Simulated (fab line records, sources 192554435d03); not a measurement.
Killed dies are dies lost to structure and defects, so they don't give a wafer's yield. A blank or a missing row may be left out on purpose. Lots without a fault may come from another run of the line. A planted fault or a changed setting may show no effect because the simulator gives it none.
Which tool did it? | flow n5_finfet | 11 lots, 33 wafers sampled, at 4 steps of a route of 1938

WHAT THE GAUGES READ, wafer by wafer
N5_MIM_TOP_LITHO_OVL_MEAS_11. Usual: MIM_TOP_OVL -1 nm, standard deviation 6.5.
lot  | measured     | on         | MIM_TOP_OVL (nm) | flag
L565 | day 13 00:28 | overlay-02 | 7 5 7            |
L566 | day 13 00:38 | overlay-02 | -3 -6 3          |
L567 | day 13 12:29 | overlay-01 | 3 5 0            |
L569 | day 13 14:19 | overlay-02 | 3 -8 -1          |
L571 | day 13 22:48 | overlay-02 | -4 -7 -9         |
L572 | day 14 19:37 | overlay-01 | -12 -3 -9        |
L576 | day 16 09:14 | overlay-02 | 3 -6 0           |
L580 | day 17 03:44 | overlay-02 | 11 7 7           |
L583 | day 18 00:42 | overlay-02 | 1 -1 -3          |
L582 | day 18 04:47 | overlay-02 | 14 11 16         |
L584 | day 18 11:55 | overlay-02 | -1 8 -1          |

N5_MIM_BOT_LITHO_CD_MEAS_08: target cd 3000 nm. Usual: cd_nm 3000.6 nm, standard deviation 1.4.
lot  | measured     | on        | cd_nm (nm)           | flag
L565 | day 13 01:19 | cd_sem-02 | 2998.1 3000.2 2998.6 |
L566 | day 13 01:35 | cd_sem-03 | 2998.2 2995.9 2997.1 |
L567 | day 13 13:11 | cd_sem-03 | 3001.3 3002.8 3002.0 |
L569 | day 13 15:04 | cd_sem-03 | 2999.7 3001.6 2999.6 |
L571 | day 13 23:44 | cd_sem-01 | 3001.7 3000.5 2999.4 |
L572 | day 14 20:26 | cd_sem-03 | 3003.1 3001.3 3003.3 |
L576 | day 16 10:04 | cd_sem-03 | 3001.3 3000.5 3001.5 |
L580 | day 17 05:01 | cd_sem-03 | 2998.1 2998.6 2998.8 |
L583 | day 18 01:34 | cd_sem-01 | 3002.2 3000.6 3002.4 |
L582 | day 18 05:37 | cd_sem-02 | 2999.7 3000.4 3001.6 |
L584 | day 18 13:14 | cd_sem-01 | 2998.9 3000.6 2999.8 |

WHICH TOOL RAN EACH LOT (tool, then ch and the chambers of the sampled wafers, then the start)
lot  | N5_BEOL_M15_SPUTTER_45       | N5_MIM_TOP_ETCH_ETCH_00
L565 | pvd_sputter-01, day 12 18:25 | rie_metal-03 ch 0,1, day 13 00:40
L566 | pvd_sputter-03, day 12 19:13 | rie_metal-03 ch 0,1, day 13 00:53
L567 | pvd_sputter-01, day 13 08:35 | rie_metal-01 ch 0,1, day 13 12:37
L569 | pvd_sputter-01, day 13 08:59 | rie_metal-02 ch 0,1, day 13 14:30
L571 | pvd_sputter-01, day 13 14:47 | rie_metal-02 ch 0,1, day 13 23:02
L572 | pvd_sputter-02, day 14 11:05 | rie_metal-01 ch 0,1, day 14 19:45
L576 | pvd_sputter-03, day 16 04:02 | rie_metal-01 ch 0,1, day 16 09:22
L580 | pvd_sputter-02, day 16 21:27 | rie_metal-01 ch 0,1, day 17 03:58
L583 | pvd_sputter-03, day 17 16:45 | rie_metal-02 ch 0,1, day 18 00:51
L582 | pvd_sputter-02, day 18 00:17 | rie_metal-02 ch 0, day 18 04:56
L584 | pvd_sputter-02, day 18 07:42 | rie_metal-02 ch 1, day 18 12:26
- N5_BEOL_M15_SPUTTER_45: material Cu, target thk 100 nm, time 16.67 s.
- N5_MIM_TOP_ETCH_ETCH_00: etches TiN in Cl2/BCl3, target depth 38.5 nm.

WHAT THE TOOLS THEMSELVES READ (means of the sampled wafers that have a number; where no wafer has one, the mark that the record gives instead)
N5_BEOL_M15_SPUTTER_45. Usual: throttle_valve_pct 30.2 %, standard deviation 1.3.
lot  | tool           | throttle_valve_pct (%) | flag
L565 | pvd_sputter-01 | 30.0                   |
L566 | pvd_sputter-03 | 30.3                   |
L567 | pvd_sputter-01 | 30.1                   |
L569 | pvd_sputter-01 | 30.1                   |
L571 | pvd_sputter-01 | 29.8                   |
L572 | pvd_sputter-02 | 29.6                   |
L576 | pvd_sputter-03 | 29.7                   |
L580 | pvd_sputter-02 | 29.4                   |
L583 | pvd_sputter-03 | 29.8                   |
L582 | pvd_sputter-02 | 29.7                   |
L584 | pvd_sputter-02 | 31.1                   |

N5_MIM_TOP_ETCH_ETCH_00. Usual: drypump_motor_current_A 5.7 A, standard deviation 0.56; he_backside_leak_sccm 3.4 sccm, standard deviation 0.39; mfc_cl2_sccm 53.23 sccm, standard deviation 0.17; oes_product_au 0.83 a.u., standard deviation 0.076; rf_fwd_power_W 994 W, standard deviation 3; throttle_valve_pct 22.53 %, standard deviation 0.18.
lot  | tool         | drypump_motor_current_A (A) | he_backside_leak_sccm (sccm) | mfc_cl2_sccm (sccm) | oes_product_au (a.u.) | rf_fwd_power_W (W) | throttle_valve_pct (%) | flag
L565 | rie_metal-03 | 5.7                         | 3.1                          | 53.37               | 0.89                  | 994                | 22.41                  |
L566 | rie_metal-03 | 5.9                         | 3.2                          | 53.00               | 0.89                  | 994                | 22.60                  |
L567 | rie_metal-01 | 6.1                         | 3.3                          | 53.40               | 0.67                  | 995                | 22.61                  |
L569 | rie_metal-02 | 5.2                         | 3.6                          | 53.15               | 0.81                  | 996                | 22.59                  |
L571 | rie_metal-02 | 5.2                         | 3.6                          | 53.44               | 0.80                  | 995                | 22.59                  |
L572 | rie_metal-01 | 6.0                         | 3.4                          | 53.21               | 0.67                  | 995                | 22.61                  |
L576 | rie_metal-01 | 6.1                         | 3.3                          | 55.37               | 0.88                  | 995                | 22.66                  | OFF
L580 | rie_metal-01 | 6.1                         | 3.5                          | 55.14               | 0.86                  | 1000               | 22.66                  | OFF
L583 | rie_metal-02 | 5.2                         | 4.7                          | 53.27               | 0.78                  | 993                | 22.60                  | OFF
L582 | rie_metal-02 | 4.8                         | 3.5                          | 53.33               | 0.75                  | 993                | 22.60                  |
L584 | rie_metal-02 | 6.0                         | 3.5                          | 53.41               | 0.82                  | 993                | 22.60                  |

THE ANSWER, worked out from the rows above alone
Rule: a lot is off if the mean of its wafers that have a number lies more than 3 standard deviations from the usual mean. A lot without any number at a reading at which 4 lots or more have one is off too. The other lots that the step has rows for count as sound. The gauges are gone through in route order, then the tools' own readings, and for those a lot's mean is taken as printed above. The first step at which some lot is off is used, and at that step the reading that is off furthest; a lot without a number counts as furthest.
Off: L576, L580, at N5_MIM_TOP_ETCH_ETCH_00 (mfc_cl2_sccm).
A tool fits if, at that step or a process step before it, it ran every lot that is off, and no sound lot after the first of them. One fits: rie_metal-01 at N5_MIM_TOP_ETCH_ETCH_00. Its last sound lot is L572 (day 14 19:45), its first lot that is off L576 (day 16 09:22): a fault that began between those two fits.
The tool's own readings at N5_MIM_TOP_ETCH_ETCH_00 bear it out: on the lots that are off they differ by more than 5 times the standard deviation of the sound lots' means. mfc_cl2_sccm reads 55.25 sccm there against 53.29 sccm on the sound lots.

WHAT THE SIMULATOR HAD PUT IN
Process parameter drift: rie_metal-01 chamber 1, from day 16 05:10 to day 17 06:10, at N5_MIM_TOP_ETCH_ETCH_00. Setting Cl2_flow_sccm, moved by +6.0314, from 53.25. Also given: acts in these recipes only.
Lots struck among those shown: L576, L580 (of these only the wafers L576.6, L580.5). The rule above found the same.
